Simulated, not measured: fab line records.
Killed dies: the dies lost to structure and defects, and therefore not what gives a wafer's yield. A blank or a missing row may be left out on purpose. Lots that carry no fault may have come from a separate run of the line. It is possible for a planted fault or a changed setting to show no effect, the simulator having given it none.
Struck lot and sound lot, side by side / flow nandHarc / 39 steps out of a route of 1302
Sound: these wafers, L730.2, L730.3, L730.6. Struck: wafer L742.3 (L742.1, L742.4, from the same lot, were not struck and are left out); the cause is given at the end.
Per side, at each step with rows, come the tool, then ch with its chambers, and then its first start. Under that, the readings that differ: sound wafers / struck wafers / difference of the means / sigmas: that difference in standard deviations of wafers without a fault.
alike: readings with means less than 2 such deviations apart, plus words and numbers identical on both sides. not compared: withheld readings, readings lacking a value on some wafer, bounds such as >300 that could conceal the same value, and numbers that have no deviation in the record and whose values overlap.
Wherever a step has rows on one side only, a row that says differs or no value, or a row with sigmas, the two part there. When numbers do not overlap yet have no deviation, they are printed without sigmas and do not part them. A reading that every wafer of one side lacks parts them only if that side has two wafers or more.

first, 1 step without rows for these wafers: NHARC_A_CHANNEL_HOLE_D1_XSEM_31.
NHARC_A_CHANNEL_HOLE_D1_INSPECT_40:
  struck on defectInspect-02, day 16 10:35; sound on defectInspect-01, day 11 10:24
  alike: rawDefectCount
then, 4 steps without rows for these wafers: NHARC_A_CHANNEL_FILL_D1_PRECLEAN_00 (cleans in SC1); NHARC_A_CHANNEL_FILL_D1_SRD_01; NHARC_A_CHANNEL_FILL_D1_ALD_02 (deposits SiO2, target thk 6 nm, pulse time 10 s, ald cycles 60); NHARC_A_CHANNEL_FILL_D1_ALD_03 (deposits SiNx, target thk 6 nm, pulse time 60 s, ald cycles 58).
NHARC_A_CHANNEL_FILL_D1_ALD_14: deposits SiO2, target thk 2.5 nm, pulse time 10 s, ald cycles 25.
  sound on aldHk-02 ch 0,1, day 11 18:19; struck on aldHk-01 ch 1, day 16 18:53
  alike: heaterPowerW, precursorPulseHeightRel
  not compared: sinceWetCleanH
then, 1 step without rows for these wafers: NHARC_A_CHANNEL_FILL_D1_ALD_15 (deposits SiNx, target thk 2 nm, pulse time 60 s, ald cycles 19).
NHARC_A_CHANNEL_FILL_D1_ALD_16: deposits SiO2, target thk 1.5 nm, pulse time 10 s, ald cycles 15.
  sound on aldHk-02 ch 1,2,3, day 12 02:05; struck on aldHk-03 ch 0, day 17 00:04
  alike: heaterPowerW, precursorPulseHeightRel
  not compared: sinceWetCleanH
then, 3 steps without rows for these wafers: NHARC_A_CHANNEL_FILL_D1_ANNEAL_17 (time 1800 s); NHARC_A_CHANNEL_FILL_D1_CVD_18 (deposits poly-Si, target thk 3 nm); NHARC_A_CHANNEL_FILL_D1_ETCHBACK_19 (etches the open film in HBr/Cl2, target depth 5 nm, time 1.7 s).
NHARC_A_CHANNEL_FILL_D1_ETCHBACK_20: etches the open film in C4F8/O2/Ar, target depth 27 nm, time 13.5 s.
  sound on rieDiel-13 ch 1,3, day 12 13:49; struck on rieDiel-05 ch 2, day 17 12:05
  alike: oesProductAu, rfVppV
  not compared: rfHoursCounterH
NHARC_A_CHANNEL_FILL_D1_STRIP_28: strips in O2, time 20 s.
  sound on rieDiel-13 ch 0,1,2, day 12 13:54; struck on rieDiel-05 ch 3, day 17 12:11
reading=drypumpMotorCurrentA (A); sound=6.8 5.6 5.8; struck=5.4; difference=-0.7; sigmas=-2
  alike: oesProductAu, rfVppV, showerheadPlenumPTorr, throttleValvePct
  not compared: rfHoursCounterH
then, 10 steps without rows for these wafers: NHARC_A_CHANNEL_FILL_D1_PRECLEAN_21 (cleans in dHF, time 30 s); NHARC_A_CHANNEL_FILL_D1_SRD_23; NHARC_A_CHANNEL_FILL_D1_CVD_05 (deposits poly-Si, target thk 5 nm); NHARC_A_CHANNEL_FILL_D1_ANNEAL_22 (time 7200 s); NHARC_A_CHANNEL_FILL_D1_ALD_25 (deposits SiOx, target thk 60 nm, pulse time 10 s, ald cycles 600); NHARC_A_CHANNEL_FILL_D1_ETCHBACK_08 (etches the open film in C4F8, target depth 220 nm, time 110 s); NHARC_A_CHANNEL_FILL_D1_STRIP_29 (strips in O2, time 20 s); NHARC_A_CHANNEL_FILL_D1_PRECLEAN_30 (cleans in dHF, time 30 s); NHARC_A_CHANNEL_FILL_D1_SRD_31; NHARC_A_CHANNEL_FILL_D1_CVD_09 (deposits poly-Si, target thk 150 nm, time 3000 s).
NHARC_A_CHANNEL_FILL_D1_CMP_10: polishes, target thk 150 nm.
  sound on cmp-01 ch 1,2,3, day 13 18:08; struck on cmp-02 ch 0, day 18 13:59
  alike: motorCurrentA, timeToEndpointS
then, 10 steps without rows for these wafers: NHARC_A_CHANNEL_FILL_D1_SRD_12; NHARC_A_DECK1_JOINT_ETCHBACK_07 (etches the open film in HBr, target depth 105 nm, time 26.9 s); NHARC_A_DECK1_JOINT_ETCH_25 (etches SiO2 in dHF, target depth 0.5 nm); NHARC_A_DECK1_JOINT_ETCH_19 (etches poly-Si in TMAH, target depth 3 nm); NHARC_A_DECK1_JOINT_ETCH_18 (etches SiO2 in dHF, target depth 3 nm); NHARC_A_DECK1_JOINT_WET_08 (chemistry H3PO4, time 86 s); NHARC_A_DECK1_JOINT_ETCH_09 (etches SiO2 in dHF, target depth 5 nm); NHARC_A_DECK1_JOINT_WET_10 (chemistry H3PO4, time 86 s); NHARC_A_DECK1_JOINT_ETCH_11 (etches SiO2 in dHF, target depth 35 nm); NHARC_A_DECK1_JOINT_CVD_12 (deposits poly-Si, target thk 90 nm, time 1800 s).
NHARC_A_DECK1_JOINT_CMP_13: polishes, target thk 51.023 nm.
  sound on cmp-02 ch 1,2, day 14 04:53; struck on cmp-03 ch 3, day 19 01:14
  alike: motorCurrentA, timeToEndpointS
NHARC_A_DECK1_JOINT_THK_MEAS_14: measures by ellipsometry.
  struck on filmMetro-01, day 19 01:29; sound on filmMetro-01, day 14 05:08
  alike: thkNm
then, 1 step without rows for these wafers: NHARC_A_DECK1_JOINT_SRD_04.
-- record jumps: 14 days between struck wafers' starts before vs after; left off in module A_DECK1_JOINT, resumes in module END, first step shown is number 1302 of the route --
NHARC_END_SORT_01:
  at this point the record logs the struck wafers (prober-02 ch 0, day 33 07:54) and has no rows for the sound ones

## WHERE THEY PART
Earliest at NHARC_A_CHANNEL_FILL_D1_STRIP_28; latest, in this record, at NHARC_END_SORT_01.

WHY: what the simulator had put in
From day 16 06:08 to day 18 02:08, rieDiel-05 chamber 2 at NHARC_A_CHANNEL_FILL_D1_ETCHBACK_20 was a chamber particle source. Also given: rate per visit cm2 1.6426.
